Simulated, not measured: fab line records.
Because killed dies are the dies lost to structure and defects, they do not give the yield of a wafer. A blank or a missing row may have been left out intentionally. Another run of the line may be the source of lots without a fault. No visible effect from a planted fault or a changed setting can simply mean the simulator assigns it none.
Struck lot and sound lot, side by side || flow n5 finfet || 15 steps out of a route of 1938
Sound: these wafers, L130.1, L130.4, L130.5. Struck: wafer L141.6 (left out: L141.3, a lot-mate that was not struck); the cause follows at the end.
Order at every step that has rows: each side's tool, ch and its chambers, its first start. Under that, the readings that differ: sound wafers || struck wafers || difference of the means || sigmas: that difference in standard deviations of wafers without a fault.
alike: readings whose means differ by less than 2 such deviations, and words and numbers that are the same on both sides. not compared: withheld readings, readings that some wafer has no value for, bounds like >300 that may hide the same value, and numbers for which the record gives no deviation and whose values overlap.
Wherever a step has rows on one side only, a row that says differs or no value, or a row with sigmas, the two part there. When numbers do not overlap yet have no deviation, they are printed without sigmas and do not part them. A reading that every wafer of one side lacks parts them only if that side has two wafers or more.

first, 5 steps without rows for these wafers: N5_FIN_SAQP_EBR_12; N5_FIN_SAQP_SOFTBAKE_11 (time 60 s); N5_FIN_SAQP_EXPOSE_13 (exposes mask FIN CORE, target cd 35.6 nm); N5_FIN_SAQP_PEB_14 (peb time 60 s); N5_FIN_SAQP_DEVELOP_15 (develop time 30 s).
N5_FIN_SAQP_CD_MEAS_16 targets a cd of 35.6 nm.
  sound on cd sem-03 ch 0, day 3 17:56; struck on cd sem-03 ch 0, day 6 09:32
  alike: cd nm
N5_FIN_SAQP_OVL_MEAS_17:
  sound on overlay-02 ch 0, day 3 17:59; struck on overlay-01 ch 0, day 6 09:34
  alike: FIN_CORE_OVL
N5_FIN_SAQP_INSPECT_18: inspects for defects (brightfield).
  sound on defect inspect-01 at day 3 18:00; struck on defect inspect-01 at day 6 09:35
  alike: raw defect count
N5_FIN_SAQP_DESCUM_21: chemistry O2, time 7.9 s.
  sound on rie diel-03 ch 0,1, day 3 18:02; struck on rie diel-01 ch 1, day 6 09:38
{"reading": "rf fwd power W (W)", "sound": "49.54 49.24 49.48", "struck": 48.96, "difference": -0.46, "sigmas": -2}
  alike: bias power w, drypump motor current A, oes product au, rf vpp V, showerhead plenum p Torr, throttle valve pct
  not compared: rf hours counter h
N5_FIN_SAQP_ETCH_51: etches SiARC in CF4, target depth 45.5 nm, time 75.8 s.
  sound on rie diel-03 ch 0,1, day 3 18:04; struck on rie diel-01 ch 1, day 6 09:40
{"reading": "rf fwd power W (W)", "sound": "540.8 538.6 542.4", "struck": 536.1, "difference": -4.5, "sigmas": -2}
  alike: cf4 flow sccm, drypump motor current A, etch rf on time s, oes product au, rf vpp V, showerhead plenum p Torr, throttle valve pct
  not compared: rf hours counter h
N5_FIN_SAQP_ETCH_52: etches SOC in N2/H2, target depth 100 nm, overetch 20 nm, time 150 s.
  sound on rie diel-03 ch 0,1, day 3 18:08; struck on rie diel-01 ch 1, day 6 09:43
{"reading": "showerhead plenum p Torr (Torr)", "sound": "2.48 2.39 2.48", "struck": 2.63, "difference": "+0.18", "sigmas": "+2"}
  alike: drypump motor current A, n2 flow sccm, oes product au, rf fwd power W, rf vpp V, throttle valve pct
  not compared: rf hours counter h
then, 1 step without rows for these wafers: N5_FIN_SAQP_STRIP_53 (strips in N2/H2).
N5_FIN_SAQP_HM_OPEN_73: chemistry CHF3/O2, target SiO2, stops on a-Si, target depth 12 nm, time 16.8 s.
  sound on rie diel-03 ch 0,1, day 3 18:14; struck on rie diel-01 ch 1, day 6 09:49
{"reading": "rf fwd power W (W)", "sound": "650.4 646.4 647.8", "struck": 640.9, "difference": -7.3, "sigmas": -3}
{"reading": "model.SiARC_of_FIN_SAQP_COAT_50.thk nm (nm)", "sound": "5.232 5.018 5.409", "struck": 12.93, "difference": "+7.71", "sigmas": ""}
  alike: drypump motor current A, oes product au, rf vpp V, showerhead plenum p Torr, throttle valve pct
  not compared: rf hours counter h
then, 1 step without rows for these wafers: N5_FIN_SAQP_STRIP_74 (strips in CHF3/O2).
-- here the record skips 7 days between the struck wafers' starts before and after, leaving off in module FIN_SAQP and picking up in module BEOL_M4 (first step shown: number 1111 of the route) --
N5_BEOL_M4_RC_MEAS_101:
  sound on prober-01 ch 0, day 9 17:16; struck on prober-01 ch 0, day 12 23:01
  alike: DIBL_N, DIBL_P, IOFF_N, IOFF_P, ION_N, ION_P, SS_N, SS_P, VT_N, VT_P

== WHERE THEY PART ==
Last at N5_FIN_SAQP_HM_OPEN_73 as far as this record goes, first at N5_FIN_SAQP_DESCUM_21. Later steps at which nothing parts them and some readings are alike: N5_BEOL_M4_RC_MEAS_101.

WHY: whatever the simulator had introduced
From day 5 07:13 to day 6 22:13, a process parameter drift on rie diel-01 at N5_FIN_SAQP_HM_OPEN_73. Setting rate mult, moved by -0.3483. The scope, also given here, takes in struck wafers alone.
